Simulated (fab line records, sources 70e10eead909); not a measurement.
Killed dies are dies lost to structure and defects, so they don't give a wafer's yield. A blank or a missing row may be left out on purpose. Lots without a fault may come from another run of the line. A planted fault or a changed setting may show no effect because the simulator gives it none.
A struck lot beside a sound one | flow nand_harc | 13 steps out of a route of 1302
Sound: wafers L724.3, L724.4, L724.5. Struck: wafers L717.2, L717.3, L717.4. The cause comes at the end.
At each step with rows: each side's tool, then ch and its chambers, then its first start. Under that, the readings that differ: sound wafers | struck wafers | difference of the means | sigmas: that difference in standard deviations of wafers without a fault.
alike: readings whose means differ by less than 2 such deviations, and words and numbers that are the same on both sides. not compared: withheld readings, readings that some wafer has no value for, bounds like >300 that may hide the same value, and numbers for which the record gives no deviation and whose values overlap.
The two part at a step that has a row with sigmas, a row that says differs or no value, or rows on one side only. Numbers that don't overlap but have no deviation are shown without sigmas and don't part them. A reading that every wafer of one side lacks parts them only if that side has two wafers or more.

first, 1 step without rows for these wafers: NHARC_P_M1_SRD_25.
NHARC_P_M1_INSPECT_27:
  sound on defect_inspect-02, day 11 06:41; struck on defect_inspect-01, day 8 12:23
  alike: raw_defect_count
NHARC_P_M1_PRE_CLEAN_32: time 12 s.
  sound on pecvd-02 ch 0,2, day 11 06:46; struck on pecvd-01 ch 0,2, day 8 12:27
  reading            | sound       | struck      | difference | sigmas
  heater_power_w (W) | 498 487 659 | 559 805 814 | +178       | +2
NHARC_P_M1_DEP_33: deposits SiCN, target thk 30 nm.
  sound on pecvd-02 ch 0,2, day 11 06:53; struck on pecvd-01 ch 0,2, day 8 12:32
  alike: heater_power_w
then, 7 steps without rows for these wafers: NHARC_P_M2_DEP_00 (deposits SiOC, target thk 182.5 nm); NHARC_P_M2_DEHYDRATE_01 (time 120 s); NHARC_P_M2_HMDS_02 (time 30 s); NHARC_P_M2_COAT_34 (time 65 s); NHARC_P_M2_COAT_03 (resist thk 90 nm); NHARC_P_M2_SOFTBAKE_04 (time 55 s); NHARC_P_M2_EBR_05.
NHARC_P_M2_EXPOSE_06: exposes mask P M2, target cd 170 nm.
  sound on arfi_scanner-03 ch 0, day 11 07:50; struck on arfi_scanner-01, day 8 13:38
  no value came back on the struck wafers for exposure_dose_mJ_cm2, focus_offset_nm (nm), stage_vel_mm_s (mm/s); on the sound wafers exposure_dose_mJ_cm2 reads 80.76 80.77 80.89
  alike: mask
then, 1 step without rows for these wafers: NHARC_P_M2_PEB_07 (peb time 65 s).

WHERE THEY PART
First at NHARC_P_M1_PRE_CLEAN_32; last, within this record, at NHARC_P_M2_EXPOSE_06.

WHY: what the simulator had put in
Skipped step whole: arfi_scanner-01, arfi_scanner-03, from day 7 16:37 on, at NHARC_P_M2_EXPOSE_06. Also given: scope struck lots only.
